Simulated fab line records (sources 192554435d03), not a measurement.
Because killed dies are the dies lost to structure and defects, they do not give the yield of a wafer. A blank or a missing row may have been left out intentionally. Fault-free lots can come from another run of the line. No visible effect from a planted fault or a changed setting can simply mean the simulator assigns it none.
Split-lot trial -- flow n5 finfet -- 7 lots, 21 wafers read, on a route of 1938 steps

ON THE SPLIT
At N5_BEOL_M1_ALD_98 (deposits SiO2, target thk 2.5 nm, pulse time 1 s, co reactant pulse time 1 s), the setting ald cycles was moved away from the recipe's 17 on 8 of the 21 wafers read, by -11.8% to +11.8%. This setting was run at the recipe's value on the other wafers.

FROM THE SPLIT TO THE READING: what the file shows between them, 4 steps
- N5_BEOL_M1_ETCHBACK_99: etches SiO2 in CHF3, target depth 5 nm, time 10.4 s
- N5_BEOL_M1_ETCH_70: etches SOC in N2/H2, target depth 80 nm, overetch 16 nm, time 120 s
- N5_BEOL_M1_STRIP_71: strips in N2/H2
- N5_BEOL_M1_STRIP_78: strips in N2/H2

THE READING
BEOL_M1.cd nm (the simulator's own value, which no gauge read), in nm, at N5_BEOL_M1_VIA_ETCH_34 (etches the open film in C4F6/O2, target depth 67.8 nm, time 64.4 s). The file does not state a usual value for it. The 13 wafers here that ran the recipe average 17.9 nm, standard deviation 0.18 nm.

wafer,"tool, chamber at the split",ald cycles as run,against the recipe,"BEOL_M1.cd nm, nm",against lot-mates on the recipe
L075.1,"ald sin-01, 0",16,-5.9%,18.2,+0.4
L075.4,"ald sin-01, 1",17,recipe,17.8,-
L075.6,"ald sin-01, 1",17,recipe,17.8,-
L079.1,"ald sin-02, 2",17,recipe,17.8,-
L079.2,"ald sin-02, 1",15,-11.8%,18.4,+0.6
L079.5,"ald sin-02, 1",15,-11.8%,18.6,+0.8
L084.3,"ald sin-04, 0,3",15,-11.8%,18.8,+1.0
L084.4,"ald sin-04, 0,3",15,-11.8%,18.6,+0.8
L084.6,"ald sin-04, 1",17,recipe,17.8,-
L086.2,"ald sin-01, 1,3",17,recipe,17.6,-
L086.3,"ald sin-01, 1,3",17,recipe,17.8,-
L086.5,"ald sin-01, 3",19,+11.8%,17.2,-0.5
L085.2,"ald sin-02, 1,0",15,-11.8%,19,+0.8
L085.5,"ald sin-02, 1,0",15,-11.8%,18.6,+0.4
L085.6,"ald sin-02, 3",17,recipe,18.2,-
L088.2,"ald sin-04, 0,3,1",17,recipe,18.2,-
L088.4,"ald sin-04, 0,3,1",17,recipe,18.2,-
L088.3,"ald sin-04, 0,3,1",17,recipe,18,-
L090.2,"ald sin-01, 3,0",17,recipe,18,-
L090.6,"ald sin-01, 3,0",17,recipe,18,-
L090.4,"ald sin-01, 2",17,recipe,17.8,-
If several chambers appear in one row, that row covers several wafers at once and the file leaves open which wafer was in which chamber.

FIT RESULTS
A straight line over all 21 wafers: BEOL_M1.cd nm changes by -0.0625 nm for each +1% of ald cycles; r = -0.91; the points scatter about the line by 0.19 nm.
The same after taking each lot's own level away (the mean of its wafers on the recipe; 21 wafers): -0.0581 nm for each +1%; r = -0.95; scatter 0.13 nm.
On that fit, the largest move of ald cycles shifts the reading by 0.68 nm.
The span of the lots' own levels, 17.70 to 18.20 nm, comes to 2.7 times the standard deviation stated above.
So the lot-to-lot level changes the slope little: the two slopes agree.
Check: with one of the wafers moved furthest among these (-11.8%) left out of the fit, the line predicts +0.728 nm for it against its lot-mates. It came out at +0.6 nm against them.

FURTHER SPLITS ON THESE WAFERS
Other splits were also applied to these wafers ahead of the reading. Each is held against what the fit with the lots' levels taken away leaves over:
other split on the same wafers,wafers away from the commonest value,r with BEOL_M1.cd nm (lot level and that fit taken away)
N5_BEOL_M0_SAQP_EXPOSE_37 dose mj,6,+0.07
N5_BEOL_M0_SAQP_DESCUM_45 time s,4,+0.16
N5_BEOL_M1_COAT_22 spin rpm,9,+0.02

THE WHOLE CHAIN: every reading that the file lists as answering this split, in the file's order
step,what it does,reading,change (the file's fit),r (the file's)
N5_BEOL_M1_ALD_98,"deposits SiO2, target thk 2.5 nm, pulse time 1 s, co reactant pulse time 1 s","SiO2_of_BEOL_M1_ALD_98.thk nm (the simulator's own value, which no gauge read)",+0.025 nm for each +1% of the setting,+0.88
N5_BEOL_M1_VIA_ETCH_34,"etches the open film in C4F6/O2, target depth 67.8 nm, time 64.4 s","BEOL_M1.cd nm (the simulator's own value, which no gauge read)",-0.058 nm for each +1% of the setting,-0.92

FILE'S OWN FIT
BEOL_M1.cd nm changes by -0.058 nm for each +1% of ald cycles, r = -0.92.
